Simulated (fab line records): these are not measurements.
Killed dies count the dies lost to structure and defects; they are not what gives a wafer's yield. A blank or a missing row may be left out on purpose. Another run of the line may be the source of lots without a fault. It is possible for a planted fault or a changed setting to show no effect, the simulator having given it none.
fab line records | flow nand_harc
record: lots: 6 | wafers: 18 | last_day: 33
route steps=1302 shown A_STAIRCASE@670
lots untouched by any fault: they come from a run of this same line in which no faults occurred
start_h: start of the lot's first displayed wafer, in hours after the record's first day | wait_h: hours from the lot's prior step to this one | " as in the row above | L1.1+2: one row covering several wafers at once | - no value, or no start was given | * or withheld: withheld | < > ~ a bound
route shown NAME@n: a module of which the file shows steps, and the number in the route of the first | usual: mean/standard deviation of fault-free wafers | same: alike in all rows | chamber/n: place in a boat | sites: each site's reading | _std_site: the values' standard deviation | _edge_site: mean of outer sites minus mean of inner sites | radius_mm: how far each site lies from the wafer's centre | mask NAME#n: copy n | behind: the tool/chamber that last shaped the wafer | hold: why the lot went on hold/how many hours it stayed there/how the hold came to an end | device: the n, p or np transistor that did not switch | end of line: the tests these same wafers got at the end of their route | step lacking rows: just its recipe | killed: at the first sort, the dies lost to defects and structure; wafer yield is something else | map: dies across one wafer; x = killed, . = not, _ = none there
set.NAME: the setting as run; set.NAME@STEP: as run at that earlier step | model.NAME: the simulator's own value behind a step, which no gauge read
certain route steps with their lots: each step a table, each wafer a row
services: a tool's chamber out of use, with start hour (start_h, from the record's first day; less than 0 if before it), hours out, and reason
== steps ==
step: NHARC_A_STAIRCASE_TRIM_14
recipe: time_s: 211.2 | o2_flow_sccm: 500 | ar_flow_sccm: 0 | bias_w: 0 | chemistry: O2
usual: drypump_motor_current_A: 5.8/0.52 | oes_product_au: 1.002/0.0091 | rf_vpp_V: 57.8/0.93 | showerhead_plenum_p_Torr: 3.57/0.17 | throttle_valve_pct: 17.038/0.0087
lot.wafer | tool        | chamber | start_h | wait_h | drypump_motor_current_A | oes_product_au | rf_hours_counter_h | rf_vpp_V | showerhead_plenum_p_Torr | throttle_valve_pct
L927.1    | rie_diel-11 | 3       | -       | -      | 6.2                     | 0.988          | 28                 | 59.6     | 3.37                     | 17.044
L927.4    | "           | 0       | "       | "      | 5.4                     | 1.003          | 24                 | 57.7     | 3.74                     | 17.035
L927.6    | "           | 2       | "       | "      | 6.1                     | 1.016          | -                  | 57.3     | 3.28                     | 17.042
L933.3    | rie_diel-02 | 1       | -       | -      | 5.3                     | 1.004          | 13                 | 57.9     | 3.73                     | 17.040
L933.1    | "           | 0       | "       | "      | 6.0                     | 0.985          | 16                 | 57.6     | 3.33                     | 17.044
L933.5    | "           | 2       | "       | "      | 6.3                     | 1.007          | -                  | 57.6     | 3.63                     | 17.024
L934.3    | rie_diel-02 | 2       | -       | -      | 6.2                     | 1.002          | 16                 | 58.3     | 3.63                     | 17.042
L934.1    | "           | 3       | "       | "      | 5.3                     | 1.008          | 18                 | 59.4     | 3.50                     | 17.045
L934.6    | "           | 1       | "       | "      | 5.3                     | 0.999          | -                  | 58.2     | 3.73                     | 17.043
L935.4    | rie_diel-11 | 1       | -       | -      | 5.4                     | 1.017          | 3                  | 57.9     | 3.60                     | 17.048
L935.2    | "           | 2       | "       | "      | 6.1                     | 0.996          | 3                  | 58.3     | 3.81                     | 17.029
L935.5    | "           | 0       | "       | "      | 5.4                     | 0.996          | -                  | 58.6     | 3.72                     | 17.042
L948.2    | rie_diel-11 | 0       | -       | -      | 5.4                     | 1.006          | 36                 | 57.8     | 3.70                     | 17.049
L948.1    | "           | 2       | "       | "      | 6.1                     | 1.001          | 33                 | 60.3     | 3.79                     | 17.026
L948.5    | "           | 0       | "       | "      | 5.4                     | 0.994          | -                  | 58.2     | 3.70                     | 17.037
L947.3    | rie_diel-02 | 0       | -       | -      | 6.0                     | 0.981          | 56                 | 57.7     | 3.30                     | 17.039
L947.4    | "           | 1       | "       | "      | 5.3                     | 1.004          | 57                 | 58.0     | 3.70                     | 17.041
L947.1    | "           | 2       | "       | "      | 6.2                     | 0.994          | 60                 | 58.6     | 3.61                     | 17.040
step: NHARC_A_STAIRCASE_ETCH_15
recipe: target_depth_a: 1000 | time_s: 40.5 | ion_energy_ev: 400 | c4f8_flow_sccm: 20 | o2_flow_sccm: 10 | ar_flow_sccm: withheld | rf_w: 600 | bias_w: 1000 | chemistry: C4F8/O2
step: NHARC_A_STAIRCASE_TRIM_16
recipe: time_s: 211.2 | o2_flow_sccm: 500 | ar_flow_sccm: 0 | bias_w: 0 | chemistry: O2
step: NHARC_A_STAIRCASE_ETCH_17
recipe: target_depth_a: 1000 | time_s: 40.5 | ion_energy_ev: 400 | c4f8_flow_sccm: 20 | o2_flow_sccm: 10 | ar_flow_sccm: withheld | rf_w: 600 | bias_w: 1000 | chemistry: C4F8/O2
usual: oes_product_au: 0.945/0.011 | rf_fwd_power_W: 592.4/2.3 | rf_vpp_V: 897/6.4
lot.wafer | tool        | chamber | start_h | wait_h | oes_product_au | rf_fwd_power_W | rf_hours_counter_h | rf_vpp_V
L927.1    | rie_diel-11 | 0       | -       | -      | 0.956          | 593.0          | 25                 | 903
L927.4    | "           | 3       | "       | "      | 0.952          | 593.7          | 28                 | 890
L927.6    | "           | 0       | "       | "      | 0.957          | 594.0          | -                  | 903
L933.1    | rie_diel-02 | 1       | -       | -      | 0.937          | 591.0          | 14                 | 902
L933.3    | "           | 2       | "       | "      | 0.927          | 591.3          | 16                 | 900
L933.5    | "           | 2       | "       | "      | 0.939          | 593.8          | -                  | 900
L934.3    | rie_diel-02 | 2       | -       | -      | 0.946          | 594.2          | 16                 | 900
L934.1    | "           | 3       | "       | "      | 0.929          | 590.8          | 19                 | 896
L934.6    | "           | 0       | "       | "      | 0.925          | 591.7          | -                  | 888
L935.4    | rie_diel-11 | 3       | -       | -      | 0.953          | 592.6          | 3                  | 890
L935.2    | "           | 0       | "       | "      | 0.927          | 591.4          | 3                  | 904
L935.5    | "           | 0       | "       | "      | 0.935          | 594.0          | -                  | 904
L948.2    | rie_diel-11 | 0       | -       | -      | 0.949          | 593.4          | 37                 | 902
L948.1    | "           | 1       | "       | "      | 0.941          | 593.1          | 36                 | 898
L948.5    | "           | 0       | "       | "      | 0.946          | 591.1          | -                  | 902
L947.4    | rie_diel-11 | 1       | -       | -      | 0.965          | 592.5          | 37                 | 899
L947.3    | "           | 2       | "       | "      | 0.947          | 592.9          | 33                 | 905
L947.1    | "           | 0       | "       | "      | 0.956          | 593.6          | 37                 | 903
step: NHARC_A_STAIRCASE_TRIM_18
recipe: time_s: 211.2 | o2_flow_sccm: 500 | ar_flow_sccm: 0 | bias_w: 0 | chemistry: O2
step: NHARC_A_STAIRCASE_ETCH_19
recipe: target_depth_a: 1000 | time_s: 40.5 | ion_energy_ev: 400 | c4f8_flow_sccm: 20 | o2_flow_sccm: 10 | ar_flow_sccm: withheld | rf_w: 600 | bias_w: 1000 | chemistry: C4F8/O2
usual: oes_product_au: 0.945/0.017 | rf_fwd_power_W: 592.3/2.4 | rf_vpp_V: 897/6.4
lot.wafer | tool        | chamber | start_h | wait_h | oes_product_au | rf_fwd_power_W | rf_hours_counter_h | rf_vpp_V
L927.1    | rie_diel-11 | 2       | -       | -      | 0.953          | 595.7          | 29                 | 887
L927.4    | "           | 0       | "       | "      | 0.940          | 594.2          | 25                 | 902
L927.6    | "           | 1       | "       | "      | 0.951          | 592.6          | -                  | 901
L933.1    | rie_diel-02 | 3       | -       | -      | 0.934          | 588.1          | 18                 | 896
L933.3    | "           | 1       | "       | "      | 0.924          | 586.6          | 14                 | 903
L933.5    | "           | 0       | "       | "      | 0.917          | 592.9          | -                  | 888
L934.1    | rie_diel-02 | 3       | -       | -      | 0.941          | 587.2          | 19                 | 896
L934.3    | "           | 2       | "       | "      | 0.939          | 593.0          | 17                 | 899
L934.6    | "           | 3       | "       | "      | 0.937          | 590.0          | -                  | 895
L935.2    | rie_diel-11 | 0       | -       | -      | 0.947          | 595.6          | 3                  | 904
L935.4    | "           | 3       | "       | "      | 0.964          | 592.2          | 3                  | 888
L935.5    | "           | 0       | "       | "      | 0.931          | 593.7          | -                  | 902
L948.1    | rie_diel-11 | 2       | -       | -      | 0.937          | 593.8          | 33                 | 905
L948.2    | "           | 3       | "       | "      | 0.945          | 593.1          | 37                 | 888
L948.5    | "           | 2       | "       | "      | 0.945          | 591.8          | -                  | 905
L947.1    | rie_diel-10 | 2       | 571.79  | -      | 0.993          | 591.0          | 52                 | 904
L947.3    | "           | 1       | "       | "      | 1.002          | 588.1          | -                  | 890
L947.4    | "           | 2       | "       | "      | 1.014          | 591.5          | -                  | 905
step: NHARC_A_STAIRCASE_TRIM_20
recipe: time_s: 211.2 | o2_flow_sccm: 500 | ar_flow_sccm: 0 | bias_w: 0 | chemistry: O2
usual: drypump_motor_current_A: 5.8/0.54 | oes_product_au: 1.001/0.01 | rf_vpp_V: 57.9/0.84 | showerhead_plenum_p_Torr: 3.56/0.17 | throttle_valve_pct: 17.037/0.0083
lot.wafer | tool        | chamber | start_h | wait_h | drypump_motor_current_A | oes_product_au | rf_hours_counter_h | rf_vpp_V | showerhead_plenum_p_Torr | throttle_valve_pct
L927.4    | rie_diel-11 | 1       | 362.80  | 0.1    | 5.4                     | 0.998          | 26                 | 58.0     | 3.62                     | 17.033
L927.1    | "           | 2       | "       | "      | 6.1                     | 1.004          | 29                 | 57.1     | 3.28                     | 17.030
L927.6    | "           | 1       | "       | "      | 5.4                     | 1.001          | -                  | 59.0     | 3.62                     | 17.040
L933.3    | rie_diel-11 | 3       | 443.54  | 0.1    | 6.3                     | 1.001          | 0                  | 58.5     | 3.35                     | 17.033
L933.1    | "           | 1       | "       | "      | 5.4                     | 1.015          | 0                  | 59.0     | 3.60                     | 17.038
L933.5    | "           | 3       | "       | "      | 6.3                     | 0.989          | -                  | 58.0     | 3.35                     | 17.040
L934.3    | rie_diel-02 | 3       | 444.13  | 0.1    | 5.3                     | 1.006          | 19                 | 57.9     | 3.50                     | 17.045
L934.1    | "           | 1       | "       | "      | 5.4                     | 0.988          | 14                 | 58.1     | 3.73                     | 17.039
L934.6    | "           | 3       | "       | "      | 5.3                     | 1.004          | -                  | 58.3     | 3.50                     | 17.043
L935.2    | rie_diel-11 | 0       | 455.31  | 0.1    | 5.3                     | 1.000          | 3                  | 57.7     | 3.72                     | 17.023
L935.4    | "           | 1       | "       | "      | 5.4                     | 1.024          | 3                  | 56.7     | 3.60                     | 17.035
L935.5    | "           | 3       | "       | "      | 6.3                     | 1.007          | -                  | 58.9     | 3.35                     | 17.048
L948.2    | rie_diel-10 | 2       | 571.36  | 0.1    | 5.1                     | 1.017          | 52                 | 58.9     | 3.78                     | 17.051
L948.1    | "           | 1       | "       | "      | 6.5                     | 1.012          | 50                 | 58.1     | 3.36                     | 17.028
L948.5    | "           | 1       | "       | "      | 6.5                     | 1.020          | -                  | 57.8     | 3.36                     | 17.026
L947.3    | rie_diel-11 | 1       | 571.98  | 0.1    | 5.4                     | 0.998          | 37                 | 57.9     | 3.59                     | 17.028
L947.4    | "           | 2       | "       | "      | 6.1                     | 1.003          | 33                 | 58.8     | 3.79                     | 17.031
L947.1    | "           | 3       | "       | "      | 6.3                     | 1.019          | 37                 | 57.7     | 3.33                     | 17.034
step: NHARC_A_STAIRCASE_ETCH_21
recipe: target_depth_a: 1000 | time_s: 40.5 | ion_energy_ev: 400 | c4f8_flow_sccm: 20 | o2_flow_sccm: 10 | ar_flow_sccm: withheld | rf_w: 600 | bias_w: 1000 | chemistry: C4F8/O2
step: NHARC_A_STAIRCASE_TRIM_22
recipe: time_s: 211.2 | o2_flow_sccm: 500 | ar_flow_sccm: 0 | bias_w: 0 | chemistry: O2
usual: drypump_motor_current_A: 5.8/0.55 | oes_product_au: 1.002/0.0092 | rf_vpp_V: 57.9/0.89 | showerhead_plenum_p_Torr: 3.57/0.17 | throttle_valve_pct: 17.037/0.0089
lot.wafer | tool        | chamber | start_h | wait_h | drypump_motor_current_A | oes_product_au | rf_hours_counter_h | rf_vpp_V | showerhead_plenum_p_Torr | throttle_valve_pct
L927.1    | rie_diel-11 | 1       | -       | -      | 5.4                     | 1.005          | 26                 | 57.3     | 3.62                     | 17.032
L927.4    | "           | 0       | "       | "      | 5.4                     | 1.005          | 25                 | 58.7     | 3.74                     | 17.039
L927.6    | "           | 2       | "       | "      | 6.1                     | 1.009          | -                  | 56.2     | 3.28                     | 17.055
L933.1    | rie_diel-11 | 0       | -       | -      | 5.4                     | 0.993          | 0                  | 58.5     | 3.73                     | 17.041
L933.3    | "           | 3       | "       | "      | 6.2                     | 1.002          | 0                  | 57.2     | 3.35                     | 17.040
L933.5    | "           | 0       | "       | "      | 5.4                     | 0.994          | -                  | 58.7     | 3.73                     | 17.034
L934.3    | rie_diel-02 | 1       | -       | -      | 5.3                     | 1.002          | 14                 | 57.8     | 3.73                     | 17.038
L934.1    | "           | 3       | "       | "      | 5.3                     | 1.005          | 19                 | 58.0     | 3.50                     | 17.050
L934.6    | "           | 1       | "       | "      | 5.3                     | 1.003          | -                  | 58.2     | 3.73                     | 17.043
L935.4    | rie_diel-11 | 0       | -       | -      | 5.4                     | 0.999          | 3                  | 57.5     | 3.72                     | 17.031
L935.2    | "           | 2       | "       | "      | 6.1                     | 1.009          | 3                  | 57.9     | 3.81                     | 17.031
L935.5    | "           | 1       | "       | "      | 5.4                     | 1.023          | -                  | 57.6     | 3.60                     | 17.030
L948.1    | rie_diel-10 | 2       | 571.83  | 0.1    | 5.1                     | 1.003          | 52                 | 57.0     | 3.78                     | 17.033
L948.2    | "           | 1       | "       | "      | 6.5                     | 1.013          | 51                 | 58.7     | 3.36                     | 17.040
L948.5    | "           | 1       | "       | "      | 6.5                     | 1.010          | -                  | 58.3     | 3.36                     | 17.041
L947.3    | rie_diel-11 | 0       | -       | -      | 5.4                     | 1.000          | 37                 | 57.1     | 3.70                     | 17.045
L947.4    | "           | 1       | "       | "      | 5.4                     | 1.001          | 37                 | 57.8     | 3.58                     | 17.043
L947.1    | "           | 2       | "       | "      | 6.1                     | 0.997          | 33                 | 57.7     | 3.79                     | 17.039
step: NHARC_A_STAIRCASE_ETCH_23
recipe: target_depth_a: 1000 | time_s: 40.5 | ion_energy_ev: 400 | c4f8_flow_sccm: 20 | o2_flow_sccm: 10 | ar_flow_sccm: withheld | rf_w: 600 | bias_w: 1000 | chemistry: C4F8/O2
step: NHARC_A_STAIRCASE_TRIM_24
recipe: time_s: 211.2 | o2_flow_sccm: 500 | ar_flow_sccm: 0 | bias_w: 0 | chemistry: O2
step: NHARC_A_STAIRCASE_ETCH_25
recipe: target_depth_a: 1000 | time_s: 40.5 | ion_energy_ev: 400 | c4f8_flow_sccm: 20 | o2_flow_sccm: 10 | ar_flow_sccm: withheld | rf_w: 600 | bias_w: 1000 | chemistry: C4F8/O2
usual: oes_product_au: 0.945/0.013 | rf_fwd_power_W: 592.2/2.1 | rf_vpp_V: 897/6.4
lot.wafer | tool        | chamber | start_h | wait_h | oes_product_au | rf_fwd_power_W | rf_hours_counter_h | rf_vpp_V
L927.4    | rie_diel-11 | 1       | 363.46  | -      | 0.959          | 591.4          | 26                 | 900
L927.1    | "           | 2       | "       | "      | 0.958          | 595.0          | 29                 | 887
L927.6    | "           | 1       | "       | "      | 0.951          | 591.6          | -                  | 901
L933.1    | rie_diel-11 | 2       | 444.27  | -      | 1.041          | 689.2          | 0                  | 907
L933.3    | "           | 0       | "       | "      | 1.039          | 687.7          | 0                  | 903
L933.5    | "           | 3       | "       | "      | 1.059          | 688.9          | -                  | 889
L934.1    | rie_diel-02 | 1       | 444.80  | -      | 0.931          | 586.1          | 15                 | 902
L934.3    | "           | 3       | "       | "      | 0.963          | 590.3          | 19                 | 895
L934.6    | "           | 0       | "       | "      | 0.931          | 592.7          | -                  | 889
L935.2    | rie_diel-11 | 3       | 456.07  | -      | 1.034          | 686.4          | 3                  | 888
L935.4    | "           | 1       | "       | "      | 1.053          | 691.2          | 3                  | 899
L935.5    | "           | 3       | "       | "      | 1.029          | 690.0          | -                  | 889
L948.1    | rie_diel-10 | 1       | 572.42  | -      | 0.949          | 592.5          | 51                 | 889
L948.2    | "           | 2       | "       | "      | 0.946          | 589.5          | 52                 | 906
L948.5    | "           | 2       | "       | "      | 0.949          | 590.6          | -                  | 904
L947.3    | rie_diel-11 | 1       | 572.64  | -      | 0.946          | 595.2          | 37                 | 896
L947.1    | "           | 2       | "       | "      | 0.960          | 597.2          | 34                 | 906
L947.4    | "           | 3       | "       | "      | 0.954          | 590.3          | 38                 | 889
step: NHARC_A_STAIRCASE_TRIM_26
recipe: time_s: 211.2 | o2_flow_sccm: 500 | ar_flow_sccm: 0 | bias_w: 0 | chemistry: O2
== services ==
tool        | chamber | start_h | hours | kind
rie_diel-11 | 0       | 341.23  | -     | clean
rie_diel-11 | 1       | 341.23  | -     | clean
rie_diel-11 | 2       | 341.23  | -     | clean
rie_diel-11 | 3       | 341.23  | -     | clean
rie_diel-11 | 0       | 365.74  | -     | clean
rie_diel-11 | 1       | 365.74  | -     | clean
rie_diel-11 | 2       | 365.74  | -     | clean
rie_diel-11 | 3       | 365.74  | -     | clean
rie_diel-10 | 1       | 384.00  | 18.2  | repair
rie_diel-11 | 0       | 390.24  | -     | clean
rie_diel-11 | 1       | 390.24  | -     | clean
rie_diel-11 | 2       | 390.24  | -     | clean
rie_diel-11 | 3       | 390.24  | -     | clean
rie_diel-02 | -       | 394.10  | 9.0   | pm
rie_diel-11 | 0       | 414.74  | -     | clean
rie_diel-11 | 1       | 414.74  | -     | clean
rie_diel-10 | -       | 421.83  | 9.0   | pm
rie_diel-11 | -       | 434.43  | 9.0   | pm
rie_diel-10 | 1       | 444.88  | 5.8   | repair
rie_diel-11 | 2       | 494.38  | 2.8   | repair
rie_diel-02 | -       | 529.25  | 1.3   | repair
rie_diel-11 | 2       | 531.46  | 11.6  | repair
rie_diel-10 | 3       | 562.48  | 11.0  | repair
rie_diel-02 | -       | 571.15  | 9.0   | pm
== key ==
first_sign: step: NHARC_A_STAIRCASE_ETCH_25 | reading: rf_fwd_power_W | direction: up | sigmas: 45 | usual: * | struck: *
effect: step: NHARC_A_STAIRCASE_ETCH_25 | reading: oes_product_au | direction: up | sigmas: 7.4 | usual: 0.945 | struck: 1.042
met_at NHARC_A_STAIRCASE_ETCH_25
struck_wafers L933.1,L933.3,L933.5,L935.2,L935.4,L935.5
tester_left_out L933,L935
onset_between 363.46 444.27
fault: kind: process_parameter_drift | tool: rie_diel-11 | chamber: - | onset_h: 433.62 | steps: NHARC_A_STAIRCASE_ETCH_25 | channel: rf_w | offset: * | shape: step | end_h: 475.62 | acts_in: * | stated: *
tester_left_out: of these lots the tester's yield and bins aren't shown, on N5 and GAA mostly nor the transistor test; their killed dies are dies lost to structure and defects alone, not to doping, threshold or leakage, so they don't give the yield
